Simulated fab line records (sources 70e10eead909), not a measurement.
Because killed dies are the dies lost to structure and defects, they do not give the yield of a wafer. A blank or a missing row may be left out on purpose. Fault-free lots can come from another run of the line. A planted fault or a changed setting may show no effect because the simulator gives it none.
fab line records	flow nand_harc
[record] lots = 14	wafers = 42	last_day = 34
route steps=1302 shown P_ZERO_WELL@67 P_STI@88
lots untouched by any fault: they come from a run of this same line in which no faults occurred
start_h: start of the lot's first displayed wafer, in hours after the record's first day	wait_h: hours from the lot's prior step to this one	" the same as in the row above	L1.1+2: one row covering several wafers at once	- value missing, or start not given	* or withheld: withheld	< > ~ a bound
route shown NAME@n: names a module that has steps shown in the file, with the first one's number in the route	usual: mean/standard deviation taken from wafers without a fault	same: alike in all rows	chamber/n: place in a boat	sites: per-site readings	_std_site: the standard deviation of these	_edge_site: outer sites' mean less inner sites'	radius_mm: for every site, how far away it sits from the centre of the wafer	mask NAME#n: copy n	behind: the most recent tool/chamber to have shaped the wafer	hold: why the lot went on hold/how many hours it stayed there/how the hold came to an end	device: the transistor (n, p or np) that didn't switch	end of line: the route-end tests of the same wafers	where a step has no rows: the recipe by itself	killed: not the wafer's yield, but the dies lost to structure and defects at the first sort	map: per-die view of a wafer (x killed, . not killed, _ where there is no die)
set.NAME: setting as actually run; set.NAME@STEP: the setting as run at that earlier step	model.NAME: the simulator's own value behind a step, which no gauge read
steps of the route over a sample of lots; a table a step, a row a wafer
services: from which hour (start_h, from the record's first day; less than 0 if before it) a tool's chamber was out of use, for how many hours, and why
[[steps]]
[step NHARC_P_ZERO_WELL_RTA_42]
[recipe] temp_c = 1100	time_s = 300
[usual] lamp_power_pct = 36.1/1.6	lamp_zone_5_pct = 36.1/1.6	lamp_zone_6_pct = 36.1/1.6	wafer_temp_C_max = 1104.0/0.86
lot.wafer	tool	chamber	start_h	wait_h	lamp_power_pct	lamp_zone_5_pct	lamp_zone_6_pct	wafer_temp_C_max
L926.1	rtp_anneal-01	0	26.94	-	34.3	34.2	34.3	1103.6
L926.3	"	0	"	"	34.2	34.2	34.2	1104.1
L926.5	"	0	"	"	34.3	34.2	34.2	1103.9
L929.1	rtp_anneal-01	0	56.81	-	34.1	34.2	34.3	1103.1
L929.5	"	0	"	"	34.3	34.2	34.2	1105.9
L929.6	"	0	"	"	34.2	34.1	34.2	1103.4
L930.3	rtp_anneal-01	0	68.34	-	34.0	34.0	34.0	1105.3
L930.5	"	0	"	"	34.0	34.0	34.0	1105.4
L930.6	"	0	"	"	34.1	34.1	34.0	1104.3
L931.1	rtp_anneal-01	0	77.14	-	34.1	34.1	34.1	1102.2
L931.2	"	0	"	"	34.1	34.1	34.1	1102.7
L931.6	"	0	"	"	34.1	34.2	34.1	1103.6
L932.3	rtp_anneal-02	0	87.24	-	37.5	37.5	37.4	1104.0
L932.5	"	0	"	"	37.5	37.4	37.4	1105.8
L932.6	"	0	"	"	37.5	37.5	37.4	1105.7
L933.3	rtp_anneal-02	0	97.12	-	37.4	37.5	37.4	1104.2
L933.4	"	0	"	"	37.5	37.5	37.4	1104.5
L933.5	"	0	"	"	37.5	37.5	37.5	1105.7
L939.1	rtp_anneal-02	0	158.16	-	37.5	37.5	37.5	1103.3
L939.5	"	0	"	"	37.5	37.5	37.4	1104.6
L939.6	"	0	"	"	37.5	37.5	37.5	1104.4
L941.1	rtp_anneal-02	0	176.79	-	37.4	37.5	37.4	1103.0
L941.2	"	0	"	"	37.5	37.5	37.4	1103.0
L941.6	"	0	"	"	37.5	37.5	37.5	1103.9
L942.2	rtp_anneal-01	0	187.22	-	34.3	34.2	34.2	1102.3
L942.4	"	0	"	"	34.2	34.2	34.2	1103.5
L942.6	"	0	"	"	34.2	34.3	34.2	1103.7
L944.3	rtp_anneal-02	0	207.14	-	37.5	37.5	37.4	1104.8
L944.4	"	0	"	"	37.5	37.4	37.4	1104.1
L944.5	"	0	"	"	37.5	37.5	37.4	1104.7
L946.2	rtp_anneal-02	0	229.05	-	37.4	37.4	37.4	1103.4
L946.3	"	0	"	"	37.4	37.4	37.3	1104.3
L946.4	"	0	"	"	37.4	37.4	37.2	1103.9
L947.1	rtp_anneal-01	0	237.02	-	34.2	34.2	34.2	1103.6
L947.2	"	0	"	"	34.2	34.2	34.1	1104.1
L947.3	"	0	"	"	34.2	34.3	34.2	1102.9
L948.1	rtp_anneal-02	0	247.00	-	37.5	37.5	37.5	1103.6
L948.2	"	0	"	"	37.4	37.5	37.4	1104.0
L948.5	"	0	"	"	37.5	37.4	37.5	1103.7
L949.2	rtp_anneal-02	0	256.96	-	37.4	37.5	37.5	1103.1
L949.4	"	0	"	"	37.5	37.5	37.5	1103.3
L949.6	"	0	"	"	37.5	37.5	37.4	1103.7
[step NHARC_P_STI_ETCH_42]
[recipe] target_depth_a = 800	overetch_a = 240	time_s = 61	ion_energy_ev = 200	n2_flow_sccm = 150	h2_flow_sccm = 150	ar_flow_sccm = 0	rf_w = 400	bias_w = 150	chemistry = N2/H2
[usual] drypump_motor_current_A = 5.5/0.44	oes_product_au = 1.002/0.0072	rf_vpp_V = 429.5/2.4	showerhead_plenum_p_Torr = 2.00/0.081	throttle_valve_pct = 14.171/0.009
lot.wafer	tool	chamber	start_h	wait_h	drypump_motor_current_A	oes_product_au	rf_hours_counter_h	rf_vpp_V	showerhead_plenum_p_Torr	throttle_valve_pct
L926.1	rie_diel-12	2	44.56	0.1	5.5	1.005	7	426.3	1.90	14.174
L926.3	"	1	"	"	6.0	0.992	5	432.3	2.09	14.176
L926.5	"	3	"	"	5.8	1.002	-	428.6	2.06	14.169
L929.1	rie_diel-12	1	74.58	0.1	6.0	1.000	7	431.8	2.09	14.173
L929.5	"	2	"	"	5.5	1.007	-	427.1	1.90	14.163
L929.6	"	3	"	"	5.8	0.993	-	430.8	2.06	14.158
L930.3	rie_diel-12	1	84.89	0.1	5.9	0.992	7	432.2	2.09	14.169
L930.6	"	1	"	"	5.9	0.991	-	432.3	2.09	14.183
L930.5	"	2	"	"	5.5	0.986	-	425.1	1.90	14.163
L931.2	rie_diel-06	0	98.07	0.1	5.6	1.006	11	430.1	2.03	14.182
L931.1	"	1	"	"	6.2	1.005	7	425.4	1.89	14.163
L931.6	"	0	"	"	5.6	1.003	-	429.5	2.03	14.166
L932.3	rie_diel-11	3	106.35	0.1	5.5	1.007	1	429.9	2.02	14.185
L932.6	"	1	"	"	4.7	0.998	-	431.8	2.13	14.170
L932.5	"	2	"	"	5.8	1.003	-	427.8	1.93	14.180
L933.4	rie_diel-11	2	113.20	0.1	5.8	1.013	1	426.7	1.93	14.165
L933.3	"	0	"	"	4.9	1.008	2	434.7	2.12	14.171
L933.5	"	1	"	"	4.7	0.994	-	433.2	2.13	14.174
L939.1	rie_diel-11	0	176.78	0.1	4.9	1.016	5	433.1	2.12	14.177
L939.6	"	3	"	"	5.5	1.007	-	430.4	2.02	14.172
L939.5	"	0	"	"	4.9	1.012	-	433.5	2.12	14.176
L941.1	rie_diel-06	3	194.15	0.1	5.1	1.003	5	427.7	1.97	14.179
L941.2	"	1	"	"	6.2	0.998	4	427.4	1.89	14.164
L941.6	"	0	"	"	5.6	1.000	-	429.5	2.02	14.162
L942.4	rie_diel-11	3	202.83	0.1	5.5	1.022	6	429.5	2.02	14.177
L942.2	"	0	"	"	4.9	1.012	7	432.8	2.12	14.175
L942.6	"	2	"	"	5.8	1.013	-	427.6	1.92	14.170
L944.4	rie_diel-12	1	223.35	0.1	5.9	1.004	9	432.2	2.08	14.168
L944.3	"	2	"	"	5.5	1.002	9	426.6	1.90	14.171
L944.5	"	1	"	"	5.9	0.998	-	431.3	2.09	14.167
L946.3	rie_diel-11	2	245.38	0.1	5.8	0.995	9	427.0	1.92	14.184
L946.4	"	0	"	"	4.9	1.007	10	431.7	2.12	14.170
L946.2	"	1	"	"	4.7	1.002	9	433.5	2.12	14.174
L947.3	rie_diel-12	2	252.42	0.1	5.5	1.005	10	426.9	1.90	14.168
L947.2	"	3	"	"	5.9	1.008	10	430.9	2.05	14.186
L947.1	"	0	"	"	5.4	1.001	1	430.6	2.00	14.164
L948.1	rie_diel-06	0	263.19	0.1	5.6	0.996	9	430.4	2.02	14.163
L948.2	"	1	"	"	6.2	0.995	9	426.4	1.89	14.167
L948.5	"	0	"	"	5.6	1.002	-	429.1	2.02	14.169
L949.2	rie_diel-06	2	275.11	0.1	5.0	0.996	12	429.2	1.94	14.168
L949.6	"	2	"	"	5.0	0.994	-	428.7	1.94	14.179
L949.4	"	3	"	"	5.0	1.005	-	427.9	1.96	14.166
[step NHARC_P_STI_OXIDE_40]
[recipe] target_thk_a = 100	temp_c = 900	ox_time_s = 1362	material = SiO2
[usual] ox_temp_c = 900.1/0.38	ox_time_s = 1362/0
lot.wafer	tool	chamber	start_h	wait_h	ox_temp_c	ox_time_s
L926.1	furnace-05	0	67.00	-	900.5	1362
L926.3	"	0	"	"	900.1	1362
L926.5	"	0	"	"	900.0	1362
L929.1	furnace-01	0	98.79	-	899.9	1362
L929.5	"	0	"	"	900.3	1362
L929.6	"	0	"	"	900.0	1362
L930.3	furnace-07	0	109.48	-	899.6	1362
L930.5	"	0	"	"	899.9	1362
L930.6	"	0	"	"	900.4	1362
L931.1	furnace-01	0	124.50	-	900.3	1362
L931.2	"	0	"	"	900.1	1362
L931.6	"	0	"	"	900.2	1362
L932.3	furnace-05	-	129.27	-	-	-
L932.5	"	-	"	"	-	-
L932.6	"	-	"	"	-	-
L933.3	furnace-07	-	135.01	-	-	-
L933.4	"	-	"	"	-	-
L933.5	"	-	"	"	-	-
L939.1	furnace-05	0	215.50	-	900.7	1362
L939.5	"	0	"	"	900.0	1362
L939.6	"	0	"	"	900.6	1362
L941.1	furnace-05	0	215.50	-	900.3	1362
L941.2	"	0	"	"	900.7	1362
L941.6	"	0	"	"	899.9	1362
L942.2	furnace-07	0	228.75	-	900.4	1362
L942.4	"	0	"	"	900.3	1362
L942.6	"	0	"	"	900.1	1362
L944.3	furnace-05	0	247.12	-	900.0	1362
L944.4	"	0	"	"	899.6	1362
L944.5	"	0	"	"	900.6	1362
L946.2	furnace-01	0	263.87	-	900.9	1362
L946.3	"	0	"	"	900.2	1362
L946.4	"	0	"	"	900.4	1362
L947.1	furnace-07	0	273.92	-	900.0	1362
L947.2	"	0	"	"	900.2	1362
L947.3	"	0	"	"	899.8	1362
L948.1	furnace-07	0	285.34	-	900.3	1362
L948.2	"	0	"	"	899.8	1362
L948.5	"	0	"	"	900.6	1362
L949.2	furnace-05	0	296.51	-	900.5	1362
L949.4	"	0	"	"	900.2	1362
L949.6	"	0	"	"	900.7	1362
[step NHARC_P_STI_INSPECT_25]
[usual] raw_defect_count = 210/84
lot.wafer	tool	chamber	start_h	wait_h	raw_defect_count
L926.1	defect_inspect-01	-	71.03	0.4	312
L926.3	"	-	"	"	243
L926.5	"	-	"	"	193
L929.1	defect_inspect-01	-	102.85	0.4	266
L929.5	"	-	"	"	223
L929.6	"	-	"	"	115
L930.3	defect_inspect-01	-	113.55	0.4	155
L930.5	"	-	"	"	365
L930.6	"	-	"	"	141
L931.1	defect_inspect-02	-	128.59	0.4	215
L931.2	"	-	"	"	244
L931.6	"	-	"	"	229
L932.3	defect_inspect-01	-	133.30	0.4	201
L932.5	"	-	"	"	265
L932.6	"	-	"	"	187
L933.3	defect_inspect-01	-	139.07	0.4	203
L933.4	"	-	"	"	142
L933.5	"	-	"	"	105
L941.1	defect_inspect-02	-	219.57	0.4	102
L941.2	"	-	"	"	98
L941.6	"	-	"	"	108
L939.1	defect_inspect-01	-	219.57	0.4	366
L939.5	"	-	"	"	272
L939.6	"	-	"	"	343
L942.2	defect_inspect-01	-	232.83	0.4	236
L942.4	"	-	"	"	151
L942.6	"	-	"	"	212
L944.3	defect_inspect-02	-	251.22	0.4	162
L944.4	"	-	"	"	160
L944.5	"	-	"	"	160
L946.2	defect_inspect-02	-	267.94	0.4	181
L946.3	"	-	"	"	77
L946.4	"	-	"	"	142
L947.1	defect_inspect-02	-	278.02	0.4	226
L947.2	"	-	"	"	192
L947.3	"	-	"	"	149
L948.1	defect_inspect-02	-	289.42	0.4	247
L948.2	"	-	"	"	249
L948.5	"	-	"	"	193
L949.2	defect_inspect-02	-	300.57	0.4	761
L949.4	"	-	"	"	242
L949.6	"	-	"	"	180
[[services]]
tool	chamber	start_h	hours	kind
rie_diel-06	0	10.11	1.5	repair
rtp_anneal-02	-	12.00	12.0	pm
rie_diel-12	2	35.04	4.7	repair
rie_diel-11	2	49.21	1.6	repair
rie_diel-11	1	63.15	12.1	repair
rie_diel-11	0	73.19	6.7	repair
rie_diel-11	-	78.50	9.0	pm
furnace-07	-	79.10	13.0	repair
rie_diel-06	0	79.90	8.4	repair
rie_diel-06	-	86.07	0.3	repair
rie_diel-06	3	90.33	1.7	repair
rie_diel-12	-	91.56	9.0	pm
rie_diel-06	0	104.78	6.2	repair
rie_diel-12	0	109.00	112.7	repair
rie_diel-06	2	118.14	4.9	repair
furnace-05	-	150.60	26.0	pm
rie_diel-11	2	209.29	5.0	repair
rie_diel-11	-	226.63	0.5	repair
rie_diel-12	-	238.32	0.4	repair
rie_diel-11	-	255.50	9.0	pm
rie_diel-12	-	268.56	9.0	pm
rtp_anneal-02	-	282.60	31.3	repair
rie_diel-12	1	282.79	38.4	repair
rie_diel-12	2	286.14	3.1	repair
[[key]]
[first_sign] step = NHARC_P_STI_OXIDE_40	reading = tool_record	direction = missing
effect none on later readings
met_at NHARC_P_STI_OXIDE_40
struck_lots L932,L933
later_rows_left_out L932.3,L932.5,L932.6,L933.3,L933.4,L933.5
sort_left_out L932.3,L932.5,L932.6,L933.3,L933.4,L933.5
tester_left_out L932,L933
not_acting_at NHARC_P_ZERO_WELL_RTA_42,NHARC_P_STI_ETCH_42,NHARC_P_STI_INSPECT_25
onset_between 109.48 129.27
[fault] kind = skipped_step_whole	tool = furnace-05,furnace-07	chamber = -	onset_h = 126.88	steps = NHARC_P_STI_OXIDE_40	scope = struck_lots_only
// tester_left_out: of these lots the tester's yield and bins aren't shown, on N5 and GAA mostly nor the transistor test; their killed dies are dies lost to structure and defects alone, not to doping, threshold or leakage, so they don't give the yield
// sort_left_out: the simulated sort isn't trusted on such a fault, so these wafers' sort isn't shown, and their yield isn't known
// later_rows_left_out: the simulator's readings of these wafers behind a module that went badly wrong aren't trusted and aren't shown, but for the sort
